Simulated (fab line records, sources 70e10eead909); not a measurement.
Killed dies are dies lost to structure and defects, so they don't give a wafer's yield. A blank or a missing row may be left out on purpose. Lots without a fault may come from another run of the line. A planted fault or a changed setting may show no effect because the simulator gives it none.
Chamber matching | flow nand_harc | NHARC_P_GATE_DESCUM_13 on rie_diel-10: 4 sister chambers
The step chemistry O2, time 3 s. 20 wafers are shown with their chamber, then 10 later ones without.

WAFERS WITH THEIR CHAMBER
wafer  | chamber | showerhead_plenum_p_Torr (Torr) | oes_product_au (a.u.) | rf_vpp_V (V)
L074.3 | 1       | 1.87                            | 1.003                 | 56.9
L074.5 | 3       | 1.97                            | 1.000                 | 58.2
L074.6 | 0       | 1.94                            | 0.998                 | 56.8
L078.1 | 2       | 1.89                            | 0.991                 | 57.9
L078.5 | 0       | 1.94                            | 1.003                 | 57.2
L078.6 | 3       | 1.97                            | 1.006                 | 57.6
L083.1 | 1       | 1.87                            | 1.001                 | 57.7
L083.2 | 3       | 1.97                            | 1.001                 | 59.0
L083.3 | 0       | 1.94                            | 1.018                 | 55.8
L084.1 | 2       | 1.88                            | 1.001                 | 57.8
L084.2 | 3       | 1.97                            | 1.007                 | 57.8
L084.6 | 0       | 1.94                            | 1.018                 | 58.2
L086.1 | 2       | 1.88                            | 1.000                 | 58.8
L086.2 | 1       | 1.87                            | 1.008                 | 57.6
L086.5 | 0       | 1.94                            | 1.016                 | 58.2
L085.2 | 3       | 1.97                            | 0.988                 | 58.1
L085.3 | 0       | 1.94                            | 1.017                 | 56.7
L085.6 | 0       | 1.94                            | 1.017                 | 56.5
L087.1 | 3       | 1.97                            | 1.002                 | 57.0
L087.3 | 0       | 1.94                            | 1.010                 | 57.9

SIGNATURES (means of the wafers above)
reading                  | chamber 0 | chamber 1 | chamber 2 | chamber 3 | scatter within a chamber
showerhead_plenum_p_Torr | 1.9400    | 1.8700    | 1.8833    | 1.9700    | 0.00204
oes_product_au           | 1.01212   | 1.00400   | 0.99733   | 1.00067   | 0.00679
rf_vpp_V                 | 57.163    | 57.400    | 58.167    | 57.950    | 0.731
Rule: a wafer's distance from a chamber is the root of the sum, over the readings, of the square of ((its reading less the chamber's mean) divided by the reading's scatter). The wafer belongs to the nearest chamber; if the next one is less than 2 further off, it can't be placed. The scatter: the root of (the sum of the squares of (reading less its chamber's mean) over the shown wafers, divided by (wafers less chambers)).

WAFERS WITHOUT THEIR CHAMBER
wafer  | showerhead_plenum_p_Torr (Torr) | oes_product_au (a.u.) | rf_vpp_V (V)
L087.6 | 1.88                            | 0.992                 | 57.7
L088.2 | 1.88                            | 1.005                 | 58.1
L088.3 | 1.97                            | 1.001                 | 57.6
L088.5 | 1.94                            | 1.010                 | 58.0
L092.1 | 1.88                            | 0.990                 | 58.6
L092.2 | 1.94                            | 1.003                 | 58.2
L092.4 | 1.86                            | 1.016                 | 58.6
L095.2 | 1.94                            | 0.990                 | 57.6
L095.5 | 1.86                            | 1.007                 | 57.4
L095.6 | 1.94                            | 0.988                 | 57.3

WHICH CHAMBER EACH WENT THROUGH
wafer  | from the rows above | in truth
L087.6 | 2                   | 2
L088.2 | 2                   | 2
L088.3 | 3                   | 3
L088.5 | 0                   | 0
L092.1 | 2                   | 2
L092.2 | 0                   | 0
L092.4 | 1                   | 1
L095.2 | 0                   | 0
L095.5 | 1                   | 1
L095.6 | 0                   | 0
Placed correctly: 10 of 10. Can't be placed from these rows: 0. Placed wrongly: 0.
